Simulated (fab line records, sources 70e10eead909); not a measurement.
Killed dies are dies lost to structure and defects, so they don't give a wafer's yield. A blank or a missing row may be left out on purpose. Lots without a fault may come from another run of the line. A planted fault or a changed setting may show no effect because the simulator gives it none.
Which tool did it? | flow nand_harc | 13 lots, 39 wafers sampled, at 4 steps of a route of 1302

WHAT THE GAUGES READ, wafer by wafer
NHARC_THIN_TSV_CD_MEAS_37. Usual: cd_nm 5001 nm, standard deviation 4.1.
lot  | measured     | on        | cd_nm (nm)     | flag
L834 | day 24 04:14 | cd_sem-01 | 5005 5009 5007 |
L835 | day 25 00:37 | cd_sem-03 | 4997 4995 4997 |
L836 | day 24 20:36 | cd_sem-03 | 5004 4996 5000 |
L837 | day 25 02:25 | cd_sem-01 | 5004 5001 4999 |
L838 | day 25 01:51 | cd_sem-02 | 4999 5002 5001 |
L839 | day 26 06:59 | cd_sem-01 | 5002 4993 4997 |
L840 | day 27 07:42 | cd_sem-03 | 4992 4998 5000 |
L847 | day 29 03:37 | cd_sem-01 | 5009 5004 5008 |
L849 | day 30 21:06 | cd_sem-01 | 5000 4996 5000 |
L851 | day 30 12:14 | cd_sem-03 | 4995 4995 4999 |
L855 | day 32 09:57 | cd_sem-01 | 5003 5001 4998 |
L856 | day 32 21:03 | cd_sem-01 | 4993 5001 4996 |
L857 | day 32 19:48 | cd_sem-03 | 5001 4999 5001 |

NHARC_END_SORT_01. Usual: killed_at_array 56, standard deviation 19; killed_at_other 0.6, standard deviation 1; killed_at_periphery 3.9, standard deviation 2.7; killed_dies 61, standard deviation 19; killed_open 3.3, standard deviation 1.9; killed_short 2.4, standard deviation 1.7.
lot  | measured     | on        | killed_at_array | killed_at_other | killed_at_periphery | killed_dies | killed_open | killed_short | flag
L836 | day 25 04:16 | prober-02 | 97 86 93        | 4 0 0           | 2 5 3               | 103 91 96   | 5 3 4       | 4 1 4        |
L839 | day 26 15:25 | prober-02 | 72 56 63        | 0 1 2           | 7 7 6               | 79 64 71    | 2 9 9       | 3 1 5        |
L847 | day 29 11:12 | prober-02 | 55 159 58       | 0 0 0           | 6 0 6               | 61 159 64   | 3 4 4       | 1 3 3        |

WHICH TOOL RAN EACH LOT (tool, then ch and the chambers of the sampled wafers, then the start)
lot  | NHARC_A_CHANNEL_FILL_D2_ALD_02   | NHARC_THIN_TSV_PRE_CLEAN_50
L834 | ald_hk-03 ch 0,1,2, day 13 08:47 | pvd_sputter-03, day 24 04:14 or earlier
L835 | ald_hk-01 ch 0,3, day 14 08:52   | pvd_sputter-03, day 25 00:37 or earlier
L836 | ald_hk-03 ch 0,2,3, day 14 09:18 | pvd_sputter-01, day 24 20:36 or earlier
L837 | ald_hk-01 ch 0,2,3, day 14 13:03 | pvd_sputter-01, day 25 02:25 or earlier
L838 | ald_hk-01 ch 0,1,3, day 15 01:55 | pvd_sputter-03, day 25 01:51 or earlier
L839 | ald_hk-03 ch 0,2,3, day 15 15:17 | pvd_sputter-03, day 26 06:59 or earlier
L840 | ald_hk-01 ch 1,2, day 15 21:21   | pvd_sputter-03, day 27 07:42 or earlier
L847 | ald_hk-02 ch 0,1,2, day 18 11:47 | pvd_sputter-01, day 29 03:37 or earlier
L849 | ald_hk-03 ch 2,3, day 19 16:49   | pvd_sputter-02, day 30 21:06 or earlier
L851 | ald_hk-01 ch 1,2,3, day 20 09:10 | pvd_sputter-02, day 30 12:14 or earlier
L855 | ald_hk-02 ch 1,2,3, day 22 00:32 | pvd_sputter-01, day 32 09:57 or earlier
L856 | ald_hk-01 ch 1,3, day 22 11:32   | pvd_sputter-02, day 32 21:03 or earlier
L857 | ald_hk-02 ch 0,1,2, day 22 17:38 | pvd_sputter-03, day 32 19:48 or earlier
- NHARC_A_CHANNEL_FILL_D2_ALD_02: deposits SiO2, target thk 6 nm, pulse time 10 s, ald cycles 60.
- NHARC_THIN_TSV_PRE_CLEAN_50: time 30 s.

WHAT THE TOOLS THEMSELVES READ (means of the sampled wafers that have a number; where no wafer has one, the mark that the record gives instead)
NHARC_A_CHANNEL_FILL_D2_ALD_02. Usual: heater_power_w 496 W, standard deviation 39; precursor_pulse_height_rel 0.999, standard deviation 0.02.
lot  | tool      | heater_power_w (W) | precursor_pulse_height_rel | flag
L834 | ald_hk-03 | 524                | 1.011                      |
L835 | ald_hk-01 | 482                | 0.999                      |
L836 | ald_hk-03 | 527                | 0.977                      |
L837 | ald_hk-01 | 494                | 1.007                      |
L838 | ald_hk-01 | 483                | 1.002                      |
L839 | ald_hk-03 | 526                | 0.999                      |
L840 | ald_hk-01 | 501                | 0.986                      |
L847 | ald_hk-02 | 484                | 1.001                      |
L849 | ald_hk-03 | 507                | 0.999                      |
L851 | ald_hk-01 | 506                | 1.021                      |
L855 | ald_hk-02 | 492                | 0.992                      |
L856 | ald_hk-01 | 521                | 0.992                      |
L857 | ald_hk-02 | 489                | 1.000                      |

NHARC_THIN_TSV_PRE_CLEAN_50. Usual: heater_power_w 428 W, standard deviation 48.
lot  | tool           | heater_power_w (W) | flag
L834 | pvd_sputter-03 | 419                |
L835 | pvd_sputter-03 | 439                |
L836 | pvd_sputter-01 | 411                |
L837 | pvd_sputter-01 | 441                |
L838 | pvd_sputter-03 | 450                |
L839 | pvd_sputter-03 | 448                |
L840 | pvd_sputter-03 | 434                |
L847 | pvd_sputter-01 | 407                |
L849 | pvd_sputter-02 | 406                |
L851 | pvd_sputter-02 | 441                |
L855 | pvd_sputter-01 | 401                |
L856 | pvd_sputter-02 | 441                |
L857 | pvd_sputter-03 | 435                |

THE ANSWER, worked out from the rows above alone
Rule: a lot is off if the mean of its wafers that have a number lies more than 3 standard deviations from the usual mean. A lot without any number at a reading at which 4 lots or more have one is off too. The other lots that the step has rows for count as sound. The gauges are gone through in route order, then the tools' own readings, and for those a lot's mean is taken as printed above. The first step at which some lot is off is used, and at that step the reading that is off furthest; a lot without a number counts as furthest.
No lot is off at any reading shown: from this, nothing can be told.

WHAT THE SIMULATOR HAD PUT IN
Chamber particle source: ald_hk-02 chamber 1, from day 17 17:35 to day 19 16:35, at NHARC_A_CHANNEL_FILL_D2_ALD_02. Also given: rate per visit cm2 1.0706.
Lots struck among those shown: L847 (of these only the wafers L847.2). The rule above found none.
